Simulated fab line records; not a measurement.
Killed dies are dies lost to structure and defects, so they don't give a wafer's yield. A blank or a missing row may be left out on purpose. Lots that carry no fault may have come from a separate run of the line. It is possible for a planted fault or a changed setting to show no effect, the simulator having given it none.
Matching of chambers | flow nandHarc | pecvd-02 running NHARC_P_M2_PRE_CLEAN_32: 3 sister chambers
The step time 12 s. 6 wafers are shown with their chamber, then 12 later ones without.

== WAFERS WITH THEIR CHAMBER ==
wafer  | chamber | heaterPowerW (W)
L085.1 | 1       | 570
L085.3 | 0       | 554
L085.6 | 2       | 693
L088.1 | 0       | 616
L088.2 | 2       | 687
L088.4 | 1       | 521

== WAFERS WITH NO CHAMBER GIVEN ==
wafer  | heaterPowerW (W)
L090.1 | 575
L090.4 | 584
L090.6 | 651
L093.1 | 613
L093.4 | 582
L093.5 | 614
L095.2 | 538
L095.5 | 603
L095.6 | 528
L096.1 | 711
L096.5 | 553
L096.6 | 681

== WHICH CHAMBER EACH ONE RAN IN ==
wafer  | from the rows above          | in truth
L090.1 | can't be placed: 0 or 1      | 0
L090.4 | can't be placed: 0 or 1      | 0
L090.6 | can't be placed: 2 or 0      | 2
L093.1 | can't be placed: 0 or 1 or 2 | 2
L093.4 | can't be placed: 0 or 1      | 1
L093.5 | can't be placed: 0 or 1 or 2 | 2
L095.2 | can't be placed: 1 or 0      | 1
L095.5 | can't be placed: 0 or 1      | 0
L095.6 | can't be placed: 1 or 0      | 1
L096.1 | 2                            | 2
L096.5 | can't be placed: 1 or 0      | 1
L096.6 | 2                            | 2
Placed correctly: 2 of 12. Unplaceable from these rows: 10, with the true chamber sitting among the candidates in 10. 0 placed wrongly.
How it was worked out, from the rows above alone: a wafer's distance from a chamber is the root of the sum, over the readings, of the square of ((its reading less the chamber's mean) divided by the reading's scatter). If the next closest chamber is less than 2 further off than the closest, the wafer can't be placed; otherwise it belongs to the closest. The mean given for a chamber averages the wafers shown for that chamber. How the scatter is found: for the shown wafers, subtract from each reading the mean of its chamber, square and add these, divide the total by (wafers less chambers), then take the root.
